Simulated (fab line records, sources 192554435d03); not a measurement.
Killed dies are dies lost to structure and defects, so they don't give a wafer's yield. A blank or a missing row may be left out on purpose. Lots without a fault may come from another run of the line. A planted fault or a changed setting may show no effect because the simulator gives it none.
Split-lot experiment | flow n5_finfet | 7 lots, 21 wafers read, on a route of 1938 steps

THE SPLIT
At N5_BEOL_M9_HM_DEP_02 (deposits TiN, target thk 20 nm), the setting target_thk_a was moved away from the recipe's 200 angstrom on 3 of the 21 wafers read, by -10.3% to +7.4%. The other wafers ran this setting at the recipe's value.

The reading is taken at the split's own step.

THE READING
TiN_of_BEOL_M9_HM_DEP_02.thk_nm (the simulator's own value, which no gauge read), in nm, at N5_BEOL_M9_HM_DEP_02 (deposits TiN, target thk 20 nm). The file gives no usual value for it. The 18 wafers here that ran the recipe average 20.1 nm, standard deviation 0.25 nm.

wafer  | tool, chamber at the split | target_thk_a as run, angstrom | against the recipe | TiN_of_BEOL_M9_HM_DEP_02.thk_nm, nm | against lot-mates on the recipe
L077.1 | pvd_sputter-02, -          | 200                           | recipe             | 19.8                                | -
L077.6 | pvd_sputter-02, -          | 200                           | recipe             | 19.8                                | -
L077.2 | pvd_sputter-02, -          | 200                           | recipe             | 20                                  | -
L079.2 | pvd_sputter-03, -          | 200                           | recipe             | 20.2                                | -
L079.4 | pvd_sputter-03, -          | 200                           | recipe             | 20                                  | -
L079.6 | pvd_sputter-03, -          | 189                           | -5.5%              | 19                                  | -1.1
L080.3 | pvd_sputter-03, -          | 200                           | recipe             | 19.6                                | -
L080.4 | pvd_sputter-03, -          | 200                           | recipe             | 20.2                                | -
L080.6 | pvd_sputter-03, -          | 200                           | recipe             | 20.2                                | -
L081.1 | pvd_sputter-01, -          | 179.3                         | -10.3%             | 17.8                                | -2.0
L081.2 | pvd_sputter-01, -          | 200                           | recipe             | 19.6                                | -
L081.3 | pvd_sputter-01, -          | 200                           | recipe             | 20                                  | -
L083.1 | pvd_sputter-01, -          | 200                           | recipe             | 20.4                                | -
L083.6 | pvd_sputter-01, -          | 200                           | recipe             | 20.4                                | -
L083.3 | pvd_sputter-01, -          | 214.8                         | +7.4%              | 21.8                                | +1.4
L085.2 | pvd_sputter-01, -          | 200                           | recipe             | 20                                  | -
L085.4 | pvd_sputter-01, -          | 200                           | recipe             | 20.2                                | -
L085.6 | pvd_sputter-01, -          | 200                           | recipe             | 20.2                                | -
L096.4 | pvd_sputter-02, -          | 200                           | recipe             | 20.4                                | -
L096.5 | pvd_sputter-02, -          | 200                           | recipe             | 20.4                                | -
L096.6 | pvd_sputter-02, -          | 200                           | recipe             | 20                                  | -

THE FIT
A straight line over all 21 wafers: TiN_of_BEOL_M9_HM_DEP_02.thk_nm changes by +0.22 nm for each +1% of target_thk_a; r = +0.94; the points scatter about the line by 0.25 nm.
The same after taking each lot's own level away (the mean of its wafers on the recipe; 21 wafers): +0.193 nm for each +1%; r = +0.97; scatter 0.16 nm.
On that fit, the largest move of target_thk_a shifts the reading by 2 nm.
The lots' own levels span 19.80 to 20.40 nm, that is 2.4 times the standard deviation above.
So the lot-to-lot level changes the slope: the two fits differ.
Check: with one of the wafers moved furthest among these (-10.3%) left out of the fit, the line predicts -2 nm for it against its lot-mates. It came out at -2 nm against them.

OTHER SPLITS ON THESE WAFERS
These wafers also went through other splits before the reading. Each is held against what the fit with the lots' levels taken away leaves over:
other split on the same wafers | wafers away from the commonest value | r with TiN_of_BEOL_M9_HM_DEP_02.thk_nm (lot level and that fit taken away)
N5_BEOL_M7_ETCH_41 bias_w      | 8                                    | +0.01
N5_BEOL_M8_PECVD_70 temp_c     | 7                                    | -0.07
N5_BEOL_M8_COAT_59 spin_rpm    | 7                                    | -0.01

THE FILE'S OWN FIT
TiN_of_BEOL_M9_HM_DEP_02.thk_nm changes by +0.193 nm for each +1% of target_thk_a, r = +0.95.
